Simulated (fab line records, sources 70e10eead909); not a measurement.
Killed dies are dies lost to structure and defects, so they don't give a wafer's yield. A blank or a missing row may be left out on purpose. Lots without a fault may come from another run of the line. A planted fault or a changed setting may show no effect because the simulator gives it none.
Which tool did it? | flow nand_harc | 12 lots, 36 wafers sampled, at 4 steps of a route of 1302

WHAT THE GAUGES READ, wafer by wafer
NHARC_A_DECK1_JOINT_INSPECT_05.
lot  | measured     | on                | raw_defect_count
L074 | day 12 17:25 | defect_inspect-02 | 350 195 346
L077 | day 14 02:21 | defect_inspect-01 | 490 370 358
L080 | day 14 08:03 | defect_inspect-01 | 252 200 228
L081 | day 15 09:50 | defect_inspect-01 | 298 468 270
L083 | day 16 11:20 | defect_inspect-02 | 243 282 233
L086 | day 17 00:04 | defect_inspect-02 | 323 256 181
L087 | day 17 18:07 | defect_inspect-01 | 207 277 250
L089 | day 19 00:16 | defect_inspect-02 | 337 341 251
L091 | day 19 16:35 | defect_inspect-02 | 245 302 265
L093 | day 19 21:49 | defect_inspect-01 | 192 334 279
L095 | day 21 03:21 | defect_inspect-01 | 183 239 575
L097 | day 21 16:19 | defect_inspect-01 | 659 261 279

WHICH TOOL RAN EACH LOT (tool, then ch and the chambers of the sampled wafers, then the start)
lot  | NHARC_A_ONON_D1_DEP_33          | NHARC_A_CHANNEL_HOLE_D1_ETCH_22  | NHARC_A_CHANNEL_FILL_D1_ALD_03
L074 | pecvd-03 ch 0,2, day 8 12:33    | har_etch-01 ch 0,1, day 8 23:53  | ald_sin_batch-02 ch 0, day 9 09:41
L077 | pecvd-02 ch 0,1,2, day 10 01:40 | har_etch-02 ch 0,1, day 10 08:07 | ald_sin_batch-03 ch 0, day 14 02:21 or earlier
L080 | pecvd-03 ch 0,1, day 10 14:47   | har_etch-02 ch 0,1, day 10 20:08 | ald_sin_batch-02 ch 0, day 14 08:03 or earlier
L081 | pecvd-03 ch 0,1,2, day 11 13:55 | har_etch-01 ch 0,1, day 11 19:29 | ald_sin_batch-01 ch 0, day 15 09:50 or earlier
L083 | pecvd-03 ch 0,1,2, day 12 07:59 | har_etch-02 ch 1, day 12 14:11   | ald_sin_batch-03 ch 0, day 16 11:20 or earlier
L086 | pecvd-03 ch 0,1, day 12 23:59   | har_etch-02 ch 0,1, day 13 09:45 | ald_sin_batch-02 ch 0, day 17 00:04 or earlier
L087 | pecvd-03 ch 0,1,2, day 13 10:11 | har_etch-02 ch 0,1, day 13 18:05 | ald_sin_batch-03 ch 0, day 17 18:07 or earlier
L089 | pecvd-01 ch 0,1,2, day 14 16:05 | har_etch-01 ch 0,1, day 15 06:12 | ald_sin_batch-01 ch 0, day 19 00:16 or earlier
L091 | pecvd-03 ch 0,1, day 15 17:23   | har_etch-02 ch 0,1, day 15 22:47 | ald_sin_batch-03 ch 0, day 19 16:35 or earlier
L093 | pecvd-01 ch 0,1,2, day 16 00:05 | har_etch-01 ch 0,1, day 16 05:38 | ald_sin_batch-03 ch 0, day 19 21:49 or earlier
L095 | pecvd-01 ch 1,2, day 16 22:37   | har_etch-01 ch 0,1, day 17 16:28 | ald_sin_batch-02 ch 0, day 21 03:21 or earlier
L097 | pecvd-01 ch 0,2, day 17 15:54   | har_etch-02 ch 0,1, day 18 03:08 | ald_sin_batch-01 ch 0, day 21 16:19 or earlier
- NHARC_A_ONON_D1_DEP_33: deposits SiO2, target thk 200 nm.
- NHARC_A_CHANNEL_HOLE_D1_ETCH_22: etches the open film in C4F8/O2/Ar, time 666.7 s, target depth 1600 nm.
- NHARC_A_CHANNEL_FILL_D1_ALD_03: deposits SiNx, target thk 6 nm, pulse time 60 s, ald cycles 58.

THE ANSWER, worked out from the rows above alone
Rule: what is usual is taken from the lots themselves. Put in order of their means at a reading, lots are off if they are a third of the lots or fewer, leave a main group of 4 or more, and stand apart from it by a gap of 3 or more times the standard deviation of the main group's means; of several such gaps the widest counts. A main group whose means are all the same, to the digits that the tables above print for the reading, isn't used. A lot without any number at a reading at which 4 lots or more have one is off too. The other lots that the step has rows for count as sound.
No lot is off at any reading shown: from this, nothing can be told.

WHAT THE SIMULATOR HAD PUT IN
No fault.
